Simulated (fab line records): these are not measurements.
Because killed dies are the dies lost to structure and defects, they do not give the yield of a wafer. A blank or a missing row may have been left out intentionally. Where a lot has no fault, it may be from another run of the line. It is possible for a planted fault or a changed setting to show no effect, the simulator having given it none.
fab line records    flow n5_finfet
record lots=24  wafers=72  last_day=18
route steps=1938 shown SPACER0@258 SD_EPI_N@275 SD_EPI_P@308 SD_ACTIVATION@331
lots that met no fault: from a run of the same line without faults
start_h: hours from the record's first day to the start of the lot's first wafer shown    wait_h: how many hours have passed since the lot's step before this one    " the same as in the row above    L1.1+2: one row covering several wafers at once    - no value, or no start given    * or withheld: withheld    < > ~ a bound
route shown NAME@n: a module of which the file shows steps, and the number in the route of the first    usual: mean/standard deviation of fault-free wafers    same: alike in all rows    chamber/n: place in a boat    sites: the reading at each site    _std_site: the values' standard deviation    _edge_site: inner sites' mean taken away from outer sites' mean    radius_mm: for every site, how far away it sits from the centre of the wafer    mask NAME#n: copy n    behind: the most recent tool/chamber to have shaped the wafer    hold: why the lot was held/for how many hours/how that ended    device: transistor that didn't switch, given as n, p or np    end of line: the tests these same wafers got at the end of their route    step lacking rows: just its recipe    killed: not the wafer's yield, but the dies lost to structure and defects at the first sort    map: a wafer's dies, marking killed ones x, the rest . and places with no die _
set.NAME: the run value of the setting; set.NAME@STEP: its run value at that earlier step    model.NAME: the simulator's own value behind a step, which no gauge read
the route's steps for a sample of lots (tables are steps, rows are wafers)
services: the hour from which a tool's chamber was out of use, counted from the record's first day as start_h (under 0 if before that day), plus the number of hours and why
## steps
# step N5_SPACER0_ALD_07
# recipe material=SiNx  target_thk_a=20  temp_c=400  ald_precursor_family=SiH2I2  ald_co_reactant=N2/H2-plasma  pressure_torr=2
# usual heater_power_w=873/93
lot.wafer  tool        chamber  start_h  wait_h  heater_power_w
L074.1     ald_sin-02  1        55.24    0.3     1021
L074.4     "           3        "        "       759
L074.5     "           0        "        "       898
L075.4     ald_sin-03  2        56.85    0.0     827
L075.5     "           1        "        "       777
L075.6     "           2        "        "       871
L076.2     ald_sin-03  0        65.85    0.8     1077
L076.3     "           1        "        "       782
L076.4     "           2        "        "       869
L077.1     ald_sin-02  2        67.38    0.0     982
L077.2     "           0        "        "       935
L077.4     "           1        "        "       1000
L078.1     ald_sin-04  0        73.92    0.0     755
L078.4     "           3        "        "       926
L078.6     "           1        "        "       830
L079.1     ald_sin-03  0        80.03    1.2     1077
L079.3     "           3        "        "       733
L079.6     "           0        "        "       1070
L080.3     ald_sin-03  3        84.39    0.0     772
L080.4     "           1        "        "       784
L080.5     "           0        "        "       1052
L081.2     ald_sin-04  0        89.20    0.0     782
L081.3     "           1        "        "       837
L081.5     "           2        "        "       853
L082.3     ald_sin-04  2        95.76    0.3     842
L082.4     "           3        "        "       951
L082.5     "           2        "        "       847
L083.2     ald_sin-02  1        101.37   0.5     948
L083.5     "           3        "        "       754
L083.6     "           2        "        "       962
L084.2     ald_sin-03  3        106.95   0.4     762
L084.3     "           2        "        "       847
L084.6     "           1        "        "       798
L085.2     ald_sin-02  3        114.94   0.0     773
L085.5     "           0        "        "       924
L085.6     "           3        "        "       770
L086.1     ald_sin-04  2        121.82   0.0     830
L086.3     "           1        "        "       836
L086.5     "           3        "        "       939
L087.1     ald_sin-02  3        125.41   0.0     770
L087.5     "           2        "        "       928
L087.6     "           3        "        "       770
L088.1     ald_sin-03  3        131.54   0.0     767
L088.3     "           0        "        "       1084
L088.4     "           2        "        "       831
L089.1     ald_sin-02  2        142.47   0.1     930
L089.4     "           3        "        "       778
L089.5     "           1        "        "       946
L090.2     ald_sin-04  1        142.92   0.0     831
L090.3     "           3        "        "       922
L090.5     "           3        "        "       907
L091.2     ald_sin-02  0        152.24   0.0     924
L091.3     "           3        "        "       752
L091.6     "           2        "        "       933
L092.1     ald_sin-04  1        155.30   0.0     844
L092.2     "           0        "        "       743
L092.3     "           2        "        "       845
L093.3     ald_sin-03  2        164.51   0.0     852
L093.4     "           1        "        "       785
L093.6     "           1        "        "       774
L094.1     ald_sin-02  1        167.86   0.3     921
L094.5     "           3        "        "       768
L094.6     "           0        "        "       938
L095.2     ald_sin-02  0        173.34   0.4     909
L095.3     "           2        "        "       946
L095.4     "           1        "        "       971
L096.2     ald_sin-04  0        179.57   1.0     772
L096.4     "           2        "        "       865
L096.6     "           0        "        "       752
L097.3     ald_sin-02  1        185.64   1.3     944
L097.5     "           3        "        "       756
L097.6     "           2        "        "       961
# step N5_SD_EPI_N_ETCH_35
# recipe chemistry=N2/H2  target=SOC  overetch_a=1080  mask_material=SiARC  temp_c=40  ion_energy_ev=100  source_w=3000  bias_w=133  pressure_mtorr=20  time_s=486  n2_flow_sccm=200  h2_flow_sccm=200
# usual drypump_motor_current_A=5.8/0.57  oes_product_au=0.72/0.081  rf_vpp_V=240.1/0.98  showerhead_plenum_p_Torr=2.50/0.064  throttle_valve_pct=23.8/0.44
lot.wafer  tool         chamber  start_h  wait_h  drypump_motor_current_A  oes_product_au  rf_hours_counter_h  rf_vpp_V  showerhead_plenum_p_Torr  throttle_valve_pct
L074.1     rie_diel-05  1        56.38    0.0     6.4                      0.86            8                   239.5     2.48                      23.2
L074.4     "            0        "        "       6.0                      0.72            -                   239.6     2.47                      23.6
L074.5     "            1        "        "       6.4                      0.87            -                   240.3     2.48                      23.3
L075.4     rie_diel-02  0        59.19    0.0     5.1                      0.85            9                   239.7     2.51                      24.0
L075.5     "            2        "        "       6.2                      0.75            -                   240.4     2.48                      23.8
L075.6     "            1        "        "       5.5                      0.61            -                   241.5     2.49                      23.3
L076.2     rie_diel-02  0        66.89    0.0     5.0                      0.85            11                  239.4     2.51                      24.0
L076.3     "            3        "        "       5.9                      0.65            177                 240.4     2.54                      24.2
L076.4     "            1        "        "       5.5                      0.61            247                 240.0     2.49                      23.3
L077.1     rie_diel-06  0        68.52    0.0     4.9                      0.66            169                 240.3     2.43                      24.3
L077.2     "            1        "        "       5.9                      0.64            219                 238.5     2.39                      23.2
L077.4     "            0        "        "       4.9                      0.66            -                   239.3     2.43                      24.3
L078.1     rie_diel-02  2        74.94    0.0     6.3                      0.75            53                  239.4     2.48                      23.8
L078.4     "            0        "        "       5.0                      0.84            -                   240.4     2.51                      24.0
L078.6     "            2        "        "       6.2                      0.74            -                   239.3     2.48                      23.8
L079.1     rie_diel-02  3        81.17    0.0     6.0                      0.65            182                 240.2     2.53                      24.2
L079.3     "            2        "        "       6.3                      0.74            55                  240.0     2.48                      23.8
L079.6     "            2        "        "       6.2                      0.74            -                   238.6     2.48                      23.8
L080.3     rie_diel-02  2        85.69    0.0     6.2                      0.73            58                  239.6     2.48                      23.8
L080.4     "            0        "        "       5.0                      0.82            -                   240.6     2.51                      24.0
L080.5     "            2        "        "       6.2                      0.74            -                   240.3     2.48                      23.8
L081.2     rie_diel-06  1        90.35    0.0     5.9                      0.63            227                 239.9     2.38                      23.2
L081.3     "            0        "        "       4.9                      0.65            177                 238.3     2.43                      24.3
L081.5     "            0        "        "       4.9                      0.65            -                   239.5     2.43                      24.3
L082.3     rie_diel-05  0        97.03    0.0     6.0                      0.72            102                 239.1     2.47                      23.7
L082.4     "            1        "        "       6.4                      0.83            22                  240.2     2.47                      23.3
L082.5     "            3        "        "       4.9                      0.81            -                   239.0     2.48                      23.1
L083.2     rie_diel-06  3        102.40   0.0     6.5                      0.68            148                 242.1     2.67                      24.2
L083.5     "            1        "        "       5.9                      0.62            -                   239.3     2.38                      23.2
L083.6     "            3        "        "       6.5                      0.68            -                   240.9     2.67                      24.2
L084.2     rie_diel-05  0        108.41   0.0     6.0                      0.71            106                 239.5     2.47                      23.6
L084.3     "            3        "        "       4.9                      0.80            15                  239.2     2.48                      23.2
L084.6     "            0        "        "       6.0                      0.70            -                   239.2     2.47                      23.7
L085.2     rie_diel-02  2        115.96   0.0     6.2                      0.73            70                  239.5     2.47                      23.8
L085.5     "            0        "        "       5.1                      0.81            -                   239.3     2.50                      24.0
L085.6     "            1        "        "       5.5                      0.83            -                   240.7     2.48                      23.0
L086.1     rie_diel-06  1        122.96   0.0     5.9                      0.62            241                 238.6     2.38                      23.2
L086.3     "            0        "        "       4.9                      0.65            191                 237.9     2.42                      24.3
L086.5     "            1        "        "       5.9                      0.62            -                   240.4     2.38                      23.2
L087.1     rie_diel-05  1        126.64   0.0     6.3                      0.81            33                  240.5     2.47                      23.3
L087.5     "            2        "        "       6.6                      0.65            -                   240.8     2.53                      24.1
L087.6     "            1        "        "       6.4                      0.82            -                   240.0     2.47                      23.3
L088.1     rie_diel-02  1        133.82   0.1     5.5                      0.81            17                  239.6     2.48                      23.1
L088.3     "            3        "        "       6.0                      0.63            -                   240.2     2.52                      24.2
L088.4     "            1        "        "       5.5                      0.81            -                   238.9     2.48                      23.0
L089.1     rie_diel-02  1        143.61   0.0     5.5                      0.79            23                  239.8     2.48                      23.1
L089.4     "            3        "        "       5.9                      0.63            209                 241.1     2.52                      24.2
L089.5     "            1        "        "       5.5                      0.80            -                   239.6     2.48                      23.1
L090.2     rie_diel-05  0        144.15   0.0     6.0                      0.70            118                 240.4     2.46                      23.7
L090.3     "            2        "        "       6.6                      0.65            191                 240.4     2.53                      24.1
L090.5     "            1        "        "       6.3                      0.80            -                   240.2     2.47                      23.3
L091.2     rie_diel-02  2        153.38   0.0     6.2                      0.72            82                  238.7     2.47                      23.8
L091.3     "            3        "        "       6.0                      0.63            213                 239.6     2.52                      24.2
L091.6     "            0        "        "       5.1                      0.79            -                   239.6     2.50                      24.1
L092.1     rie_diel-02  0        156.46   0.0     5.0                      0.78            39                  239.9     2.50                      24.1
L092.2     "            1        "        "       5.5                      0.78            28                  239.5     2.48                      23.1
L092.3     "            3        "        "       6.0                      0.63            214                 241.0     2.52                      24.2
L093.3     rie_diel-02  0        165.66   0.0     5.1                      0.79            42                  240.9     2.50                      24.1
L093.4     "            1        "        "       5.5                      0.78            31                  240.1     2.47                      23.1
L093.6     "            1        "        "       5.5                      0.78            -                   240.9     2.47                      23.1
L094.1     rie_diel-06  0        169.15   0.0     4.9                      0.63            210                 238.9     2.42                      24.3
L094.5     "            2        "        "       6.2                      0.82            -                   239.0     2.49                      23.7
L094.6     "            0        "        "       4.9                      0.63            -                   238.9     2.42                      24.4
L095.2     rie_diel-06  0        174.70   0.0     4.9                      0.63            213                 239.1     2.41                      24.4
L095.3     "            2        "        "       6.2                      0.82            27                  239.7     2.48                      23.7
L095.4     "            2        "        "       6.2                      0.81            -                   239.2     2.48                      23.7
L096.2     rie_diel-05  2        180.59   0.0     6.6                      0.64            205                 239.3     2.52                      24.1
L096.4     "            3        "        "       4.9                      0.76            -                   239.6     2.47                      23.2
L096.6     "            0        "        "       6.0                      0.69            -                   240.1     2.46                      23.7
L097.3     rie_diel-06  1        186.78   0.0     5.9                      0.87            3                   243.4     2.69                      23.0
L097.5     "            0        "        "       4.9                      0.63            -                   239.0     2.41                      24.4
L097.6     "            1        "        "       5.9                      0.87            -                   240.8     2.69                      23.0
# step N5_SD_EPI_P_ETCH_37
# recipe chemistry=N2/H2  target=SOC  overetch_a=1080  mask_material=SiARC  temp_c=40  ion_energy_ev=100  source_w=3000  bias_w=133  pressure_mtorr=20  time_s=486  n2_flow_sccm=200  h2_flow_sccm=200  ends=end_point
# usual drypump_motor_current_A=5.9/0.57  oes_product_au=0.70/0.078  rf_vpp_V=240.7/1.2  showerhead_plenum_p_Torr=2.54/0.073  throttle_valve_pct=23.9/0.35
lot.wafer  tool         chamber  start_h  wait_h  drypump_motor_current_A  oes_product_au  rf_hours_counter_h  rf_vpp_V  showerhead_plenum_p_Torr  throttle_valve_pct
L074.1     rie_diel-03  0        61.04    0.0     5.0                      0.81            31                  242.1     2.59                      23.3
L074.4     "            1        "        "       5.3                      0.70            135                 240.4     2.55                      23.6
L074.5     "            2        "        "       5.5                      0.65            -                   240.5     2.41                      23.9
L075.4     rie_diel-03  2        65.01    0.0     5.5                      0.64            187                 238.9     2.41                      23.9
L075.5     "            2        "        "       5.5                      0.65            -                   239.0     2.41                      23.9
L075.6     "            3        "        "       6.3                      0.67            -                   241.7     2.63                      23.4
L076.2     rie_diel-03  3        71.40    0.0     6.2                      0.68            173                 242.0     2.63                      23.4
L076.3     "            2        "        "       5.5                      0.65            189                 238.0     2.41                      23.9
L076.4     "            0        "        "       5.0                      0.80            36                  241.0     2.59                      23.3
L077.1     rie_diel-04  0        73.40    0.0     5.7                      0.62            213                 241.5     2.63                      24.4
L077.2     "            3        "        "       6.6                      0.68            153                 240.0     2.44                      24.0
L077.4     "            1        "        "       6.5                      0.74            74                  240.4     2.56                      23.8
L078.1     rie_diel-01  3        79.48    0.0     6.4                      0.84            22                  240.1     2.49                      23.7
L078.4     "            2        "        "       6.1                      0.61            240                 239.0     2.52                      23.8
L078.6     "            2        "        "       6.1                      0.61            -                   238.1     2.52                      23.8
L079.1     rie_diel-03  1        87.27    0.0     5.3                      0.69            144                 240.0     2.54                      23.7
L079.3     "            3        "        "       6.3                      0.67            177                 241.4     2.63                      23.4
L079.6     "            1        "        "       5.3                      0.69            -                   240.7     2.54                      23.7
L080.3     rie_diel-01  1        91.05    0.0     5.2                      0.66            177                 240.7     2.52                      24.1
L080.4     "            3        "        "       6.4                      0.83            26                  239.7     2.49                      23.6
L080.5     "            2        "        "       6.1                      0.61            -                   238.5     2.52                      23.8
L081.2     rie_diel-04  3        96.27    0.0     6.6                      0.68            159                 239.9     2.44                      24.0
L081.3     "            0        "        "       5.7                      0.62            219                 240.2     2.63                      24.4
L081.5     "            1        "        "       6.5                      0.73            -                   240.4     2.56                      23.9
L082.3     rie_diel-04  0        102.29   0.0     5.7                      0.62            221                 241.0     2.62                      24.4
L082.4     "            3        "        "       6.6                      0.67            -                   240.0     2.44                      24.0
L082.5     "            1        "        "       6.5                      0.73            -                   240.6     2.55                      23.9
L083.2     rie_diel-01  0        107.06   0.0     4.8                      0.82            19                  241.4     2.58                      23.5
L083.5     "            1        "        "       5.2                      0.65            -                   241.3     2.52                      24.1
L083.6     "            0        "        "       4.8                      0.83            -                   240.2     2.58                      23.5
L084.2     rie_diel-03  1        113.59   0.0     5.3                      0.68            154                 238.8     2.54                      23.7
L084.3     "            0        "        "       5.0                      0.79            46                  241.7     2.58                      23.3
L084.6     "            1        "        "       5.3                      0.68            -                   241.7     2.54                      23.7
L085.2     rie_diel-01  0        121.23   0.0     4.8                      0.82            25                  240.4     2.58                      23.5
L085.5     "            3        "        "       6.4                      0.81            -                   239.3     2.49                      23.7
L085.6     "            0        "        "       4.8                      0.82            -                   242.2     2.58                      23.5
L086.1     rie_diel-03  1        127.62   0.0     5.3                      0.68            157                 240.5     2.54                      23.7
L086.3     "            0        "        "       5.0                      0.78            50                  241.2     2.58                      23.4
L086.5     "            0        "        "       5.0                      0.78            -                   241.6     2.58                      23.3
L087.1     rie_diel-04  3        131.90   0.1     6.7                      0.66            171                 237.5     2.43                      24.1
L087.5     "            2        "        "       5.7                      0.84            -                   241.3     2.62                      24.3
L087.6     "            3        "        "       6.7                      0.66            -                   239.3     2.43                      24.0
L088.1     rie_diel-03  2        139.18   0.0     5.5                      0.63            211                 239.9     2.40                      23.9
L088.3     "            3        "        "       6.2                      0.66            190                 242.8     2.62                      23.4
L088.4     "            2        "        "       5.5                      0.63            -                   239.2     2.40                      23.9
L089.1     rie_diel-04  0        148.07   0.0     5.7                      0.61            234                 239.5     2.62                      24.4
L089.4     "            1        "        "       6.5                      0.72            95                  240.6     2.55                      23.9
L089.5     "            1        "        "       6.5                      0.72            -                   239.2     2.55                      23.9
L090.2     rie_diel-04  0        149.45   0.0     5.7                      0.61            235                 240.7     2.62                      24.4
L090.3     "            2        "        "       5.7                      0.81            11                  241.6     2.62                      24.3
L090.5     "            1        "        "       6.5                      0.71            -                   240.4     2.55                      23.9
L091.2     rie_diel-04  0        157.82   0.0     5.7                      0.60            238                 241.4     2.62                      24.4
L091.3     "            3        "        "       6.6                      0.66            181                 238.6     2.43                      24.1
L091.6     "            3        "        "       6.6                      0.66            -                   239.7     2.43                      24.0
L092.1     rie_diel-01  1        161.93   0.0     5.2                      0.64            202                 240.4     2.51                      24.1
L092.2     "            2        "        "       6.1                      0.86            9                   240.4     2.51                      23.4
L092.3     "            0        "        "       4.7                      0.80            38                  241.4     2.57                      23.5
L093.3     rie_diel-01  2        170.10   0.0     6.2                      0.85            12                  239.8     2.51                      23.4
L093.4     "            3        "        "       6.4                      0.78            54                  239.3     2.48                      23.7
L093.6     "            2        "        "       6.2                      0.85            -                   240.4     2.51                      23.4
L094.1     rie_diel-04  2        174.32   0.0     5.7                      0.79            19                  241.2     2.61                      24.3
L094.5     "            3        "        "       6.6                      0.65            -                   240.3     2.43                      24.1
L094.6     "            0        "        "       5.8                      0.60            -                   242.2     2.61                      24.4
L095.2     rie_diel-04  2        180.05   0.0     5.7                      0.79            21                  241.4     2.61                      24.3
L095.3     "            1        "        "       6.5                      0.70            105                 241.6     2.54                      23.9
L095.4     "            0        "        "       5.7                      0.60            245                 242.3     2.61                      24.4
L096.2     rie_diel-04  1        186.68   0.0     6.5                      0.70            107                 241.0     2.54                      23.9
L096.4     "            3        "        "       6.6                      0.66            190                 239.4     2.42                      24.1
L096.6     "            1        "        "       6.5                      0.70            -                   242.7     2.54                      23.9
L097.3     rie_diel-04  0        191.99   0.0     5.7                      0.60            249                 243.1     2.61                      24.4
L097.5     "            1        "        "       6.6                      0.71            -                   242.5     2.54                      23.9
L097.6     "            2        "        "       5.7                      0.79            -                   240.2     2.61                      24.3
# step N5_SD_EPI_P_STRIP_40
# recipe chemistry=N2/H2  power_w=1000  temp_c=250  h2_frac=0.65  overash_fraction=0.3  pressure_mtorr=withheld  n2_flow_sccm=1750  h2_flow_sccm=3250
# usual drypump_motor_current_A=5.6/0.32  heater_power_w=350/23  oes_product_au=0.761/0.011
lot.wafer  tool             chamber  start_h  wait_h  drypump_motor_current_A  heater_power_w  oes_product_au  rf_hours_counter_h
L074.1     plasma_asher-01  0        61.78    0.0     6.0                      372             0.775           35
L074.4     "                1        "        "       5.5                      358             0.765           -
L074.5     "                0        "        "       6.0                      360             0.750           -
L075.4     plasma_asher-01  1        65.77    0.0     5.5                      358             0.749           -
L075.5     "                1        "        "       5.5                      362             0.763           -
L075.6     "                0        "        "       6.0                      372             0.756           -
L076.2     plasma_asher-02  0        72.14    0.0     5.8                      339             0.776           86
L076.3     "                0        "        "       5.8                      338             0.755           -
L076.4     "                1        "        "       5.0                      312             0.777           -
L077.1     plasma_asher-02  0        74.14    0.0     5.7                      333             0.779           86
L077.2     "                1        "        "       5.0                      315             0.742           86
L077.4     "                0        "        "       5.8                      333             0.773           -
L078.1     plasma_asher-02  1        80.22    0.0     5.1                      315             0.767           87
L078.4     "                0        "        "       5.8                      333             0.763           -
L078.6     "                1        "        "       5.1                      319             0.788           -
L079.1     plasma_asher-01  1        88.01    0.0     5.5                      365             0.746           40
L079.3     "                0        "        "       5.9                      367             0.765           -
L079.6     "                1        "        "       5.5                      362             0.762           -
L080.3     plasma_asher-01  0        91.84    0.1     6.0                      378             0.748           -
L080.4     "                1        "        "       5.6                      353             0.762           -
L080.5     "                1        "        "       5.6                      355             0.757           -
L081.2     plasma_asher-01  1        97.01    0.0     5.6                      361             0.747           42
L081.3     "                1        "        "       5.6                      365             0.756           -
L081.5     "                1        "        "       5.6                      355             0.762           -
L082.3     plasma_asher-01  0        103.05   0.0     5.9                      370             0.777           -
L082.4     "                1        "        "       5.5                      351             0.760           -
L082.5     "                0        "        "       5.9                      374             0.778           -
L083.2     plasma_asher-01  0        107.80   0.0     6.0                      378             0.741           44
L083.5     "                0        "        "       6.0                      376             0.757           -
L083.6     "                1        "        "       5.5                      351             0.786           -
L084.2     plasma_asher-01  0        114.33   0.0     6.0                      373             0.763           46
L084.3     "                0        "        "       6.0                      379             0.756           -
L084.6     "                1        "        "       5.6                      356             0.769           -
L085.2     plasma_asher-02  0        121.97   0.0     5.7                      341             0.762           96
L085.5     "                1        "        "       5.1                      314             0.759           -
L085.6     "                0        "        "       5.8                      344             0.778           -
L086.1     plasma_asher-01  1        128.36   0.0     5.5                      364             0.755           49
L086.3     "                1        "        "       5.6                      355             0.755           -
L086.5     "                0        "        "       6.0                      372             0.751           -
L087.1     plasma_asher-02  1        132.93   0.0     5.1                      310             0.763           98
L087.5     "                0        "        "       5.7                      338             0.767           -
L087.6     "                1        "        "       5.0                      307             0.775           -
L088.1     plasma_asher-01  1        139.92   0.0     5.5                      359             0.760           51
L088.3     "                1        "        "       5.5                      359             0.764           -
L088.4     "                0        "        "       5.9                      366             0.767           -
L089.1     plasma_asher-02  1        148.81   0.0     5.1                      314             0.752           101
L089.4     "                1        "        "       5.1                      303             0.753           -
L089.5     "                1        "        "       5.1                      315             0.760           -
L090.2     plasma_asher-01  1        150.19   0.0     5.6                      366             0.783           53
L090.3     "                1        "        "       5.6                      362             0.759           -
L090.5     "                1        "        "       5.6                      359             0.769           -
L091.2     plasma_asher-02  1        158.56   0.0     5.0                      308             0.737           103
L091.3     "                1        "        "       5.1                      311             0.754           -
L091.6     "                1        "        "       5.1                      310             0.767           -
L092.1     plasma_asher-01  1        162.68   0.0     5.5                      350             0.750           56
L092.2     "                0        "        "       6.0                      373             0.751           56
L092.3     "                0        "        "       6.0                      371             0.771           -
L093.3     plasma_asher-01  1        170.86   0.0     5.5                      346             0.771           -
L093.4     "                0        "        "       5.9                      377             0.768           -
L093.6     "                0        "        "       6.0                      384             0.762           -
L094.1     plasma_asher-01  0        175.06   0.0     5.9                      374             0.752           58
L094.5     "                1        "        "       5.6                      360             0.759           -
L094.6     "                0        "        "       6.0                      375             0.775           -
L095.2     plasma_asher-02  0        180.79   0.0     5.8                      340             0.746           107
L095.3     "                1        "        "       5.0                      310             0.758           -
L095.4     "                0        "        "       5.8                      336             0.758           -
L096.2     plasma_asher-01  1        187.42   0.0     5.6                      357             0.774           61
L096.4     "                0        "        "       5.9                      367             0.763           -
L096.6     "                1        "        "       5.6                      351             0.757           -
L097.3     plasma_asher-02  0        192.75   0.0     5.8                      348             0.764           -
L097.5     "                0        "        "       5.7                      337             0.761           -
L097.6     "                1        "        "       5.1                      315             0.748           -
# step N5_SD_EPI_P_EPI_MEAS_23
# recipe mode=xrd
# usual thk_nm=61.0/1.1
lot.wafer  tool           chamber  start_h  wait_h  thk_nm
L074.1     film_metro-02  -        64.49    1.8     60.8
L074.4     "              -        "        "       60.8
L074.5     "              -        "        "       59.8
L075.4     film_metro-02  -        68.47    0.8     62.4
L075.5     "              -        "        "       59.5
L075.6     "              -        "        "       60.6
L076.2     film_metro-02  -        74.86    1.5     59.9
L076.3     "              -        "        "       61.0
L076.4     "              -        "        "       58.9
L077.1     film_metro-01  -        76.85    1.8     61.7
L077.2     "              -        "        "       61.5
L077.4     "              -        "        "       63.6
L078.1     film_metro-01  -        83.77    2.4     60.8
L078.4     "              -        "        "       60.3
L078.6     "              -        "        "       59.4
L079.1     film_metro-01  -        90.73    1.8     61.6
L079.3     "              -        "        "       61.2
L079.6     "              -        "        "       62.0
L080.3     film_metro-02  -        94.54    1.1     62.1
L080.4     "              -        "        "       62.1
L080.5     "              -        "        "       60.6
L081.2     film_metro-01  -        100.56   2.0     61.5
L081.3     "              -        "        "       60.9
L081.5     "              -        "        "       62.2
L082.3     film_metro-02  -        106.59   1.5     59.7
L082.4     "              -        "        "       60.3
L082.5     "              -        "        "       60.9
L083.2     film_metro-02  -        110.52   1.5     61.5
L083.5     "              -        "        "       63.4
L083.6     "              -        "        "       61.4
L084.2     film_metro-01  -        117.04   1.5     60.3
L084.3     "              -        "        "       62.1
L084.6     "              -        "        "       59.8
L085.2     film_metro-02  -        125.53   2.0     61.8
L085.5     "              -        "        "       60.4
L085.6     "              -        "        "       59.0
L086.1     film_metro-01  -        131.07   1.8     61.8
L086.3     "              -        "        "       61.9
L086.5     "              -        "        "       61.8
L087.1     film_metro-02  -        136.48   2.4     61.7
L087.5     "              -        "        "       63.5
L087.6     "              -        "        "       62.6
L088.1     film_metro-01  -        143.47   2.4     60.9
L088.3     "              -        "        "       61.0
L088.4     "              -        "        "       60.2
L089.1     film_metro-02  -        151.52   1.8     59.6
L089.4     "              -        "        "       60.9
L089.5     "              -        "        "       62.2
L090.2     film_metro-01  -        153.75   2.0     59.7
L090.3     "              -        "        "       60.0
L090.5     "              -        "        "       62.0
L091.2     film_metro-02  -        161.28   1.5     59.0
L091.3     "              -        "        "       61.2
L091.6     "              -        "        "       61.2
L092.1     film_metro-01  -        166.23   2.4     58.9
L092.2     "              -        "        "       59.8
L092.3     "              -        "        "       58.8
L093.3     film_metro-01  -        173.55   1.1     62.4
L093.4     "              -        "        "       61.0
L093.6     "              -        "        "       63.4
L094.1     film_metro-02  -        177.91   1.9     59.0
L094.5     "              -        "        "       60.8
L094.6     "              -        "        "       58.9
L095.2     film_metro-02  -        183.50   1.5     60.7
L095.3     "              -        "        "       58.7
L095.4     "              -        "        "       62.0
L096.2     film_metro-01  -        190.13   1.5     60.6
L096.4     "              -        "        "       62.8
L096.6     "              -        "        "       61.4
L097.3     film_metro-02  -        195.49   1.1     62.8
L097.5     "              -        "        "       62.1
L097.6     "              -        "        "       62.4
# step N5_SD_ACTIVATION_LSA_01
# recipe temp_c=1080  time_s=0.0008  ambient=N2
# usual wafer_temp_C_max=1085.8/1.7
lot.wafer  tool             chamber  start_h  wait_h  wafer_temp_C_max
L074.1     laser_anneal-02  0        64.90    0.2     1086.0
L074.4     "                0        "        "       1084.2
L074.5     "                0        "        "       1085.0
L075.4     laser_anneal-01  0        69.15    0.2     1085.9
L075.5     "                0        "        "       1087.7
L075.6     "                0        "        "       1086.1
L076.2     laser_anneal-02  0        75.29    0.2     1083.8
L076.3     "                0        "        "       1084.5
L076.4     "                0        "        "       1083.7
L077.1     laser_anneal-01  0        77.44    0.2     1086.2
L077.2     "                0        "        "       1088.9
L077.4     "                0        "        "       1087.4
L078.1     laser_anneal-01  0        84.32    0.2     1086.5
L078.4     "                0        "        "       1085.9
L078.6     "                0        "        "       1087.8
L079.1     laser_anneal-01  0        91.13    0.2     1086.6
L079.3     "                0        "        "       1087.6
L079.6     "                0        "        "       1086.0
L080.3     laser_anneal-02  0        95.12    0.2     1083.8
L080.4     "                0        "        "       1083.2
L080.5     "                0        "        "       1083.3
L081.2     laser_anneal-01  0        101.12   0.2     1087.0
L081.3     "                0        "        "       1087.7
L081.5     "                0        "        "       1088.8
L082.3     laser_anneal-02  0        107.05   0.2     1083.9
L082.4     "                0        "        "       1085.3
L082.5     "                0        "        "       1085.5
L083.2     laser_anneal-01  0        110.95   0.2     1086.4
L083.5     "                0        "        "       1086.6
L083.6     "                0        "        "       1087.0
L084.2     laser_anneal-02  0        117.48   0.2     1083.5
L084.3     "                0        "        "       1083.6
L084.6     "                0        "        "       1084.7
L085.2     laser_anneal-01  0        125.96   0.2     1088.7
L085.5     "                0        "        "       1087.0
L085.6     "                0        "        "       1086.3
L086.1     laser_anneal-02  0        131.48   0.2     1084.0
L086.3     "                0        "        "       1085.9
L086.5     "                0        "        "       1083.8
L087.1     laser_anneal-01  0        136.88   0.2     1086.4
L087.5     "                0        "        "       1087.8
L087.6     "                0        "        "       1085.1
L088.1     laser_anneal-02  0        143.88   0.2     1084.1
L088.3     "                0        "        "       1085.7
L088.4     "                0        "        "       1083.8
L089.1     laser_anneal-01  0        151.92   0.2     1084.8
L089.4     "                0        "        "       1087.5
L089.5     "                0        "        "       1089.1
L090.2     laser_anneal-02  0        154.22   0.2     1083.8
L090.3     "                0        "        "       1083.3
L090.5     "                0        "        "       1083.7
L091.2     laser_anneal-01  0        161.96   0.2     1087.5
L091.3     "                0        "        "       1085.6
L091.6     "                0        "        "       1087.1
L092.1     laser_anneal-02  0        166.63   0.2     1084.0
L092.2     "                0        "        "       1083.7
L092.3     "                0        "        "       1085.1
L093.3     laser_anneal-01  0        174.01   0.2     1088.1
L093.4     "                0        "        "       1087.1
L093.6     "                0        "        "       1086.3
L094.1     laser_anneal-02  0        178.32   0.2     1083.8
L094.5     "                0        "        "       1083.6
L094.6     "                0        "        "       1082.9
L095.2     laser_anneal-01  0        183.94   0.2     1085.3
L095.3     "                0        "        "       1088.8
L095.4     "                0        "        "       1087.9
L096.2     laser_anneal-02  0        190.72   0.2     1086.5
L096.4     "                0        "        "       1083.4
L096.6     "                0        "        "       1085.9
L097.3     laser_anneal-01  0        195.95   0.2     1086.2
L097.5     "                0        "        "       1088.6
L097.6     "                0        "        "       1086.5
## services
tool             chamber  start_h  hours  kind
ald_sin-04       -        31.69    0.3    repair
rie_diel-03      2        31.89    9.4    repair
ald_sin-03       2        32.14    6.8    repair
rie_diel-04      -        32.22    14.6   pm
rie_diel-02      3        37.87    1.7    repair
laser_anneal-01  -        48.67    2.4    pm
plasma_asher-01  -        52.56    3.0    repair
rie_diel-06      3        55.70    20.6   repair
ald_sin-04       0        58.68    3.3    repair
rie_diel-03      -        63.79    0.7    repair
ald_sin-02       2        81.06    5.4    repair
laser_anneal-02  -        81.24    11.7   repair
ald_sin-02       -        86.44    14.0   pm
rie_diel-03      0        86.86    11.8   repair
plasma_asher-02  -        88.29    2.8    pm
rie_diel-06      2        89.66    4.8    repair
rie_diel-03      3        95.85    18.6   repair
laser_anneal-01  -        114.35   5.6    pm
rie_diel-02      0        126.72   16.1   repair
rie_diel-04      1        129.49   9.0    repair
rie_diel-04      0        130.52   10.4   repair
rie_diel-04      1        139.52   4.0    repair
laser_anneal-01  -        179.10   0.5    repair
plasma_asher-01  -        191.35   14.6   pm
## key
fault none
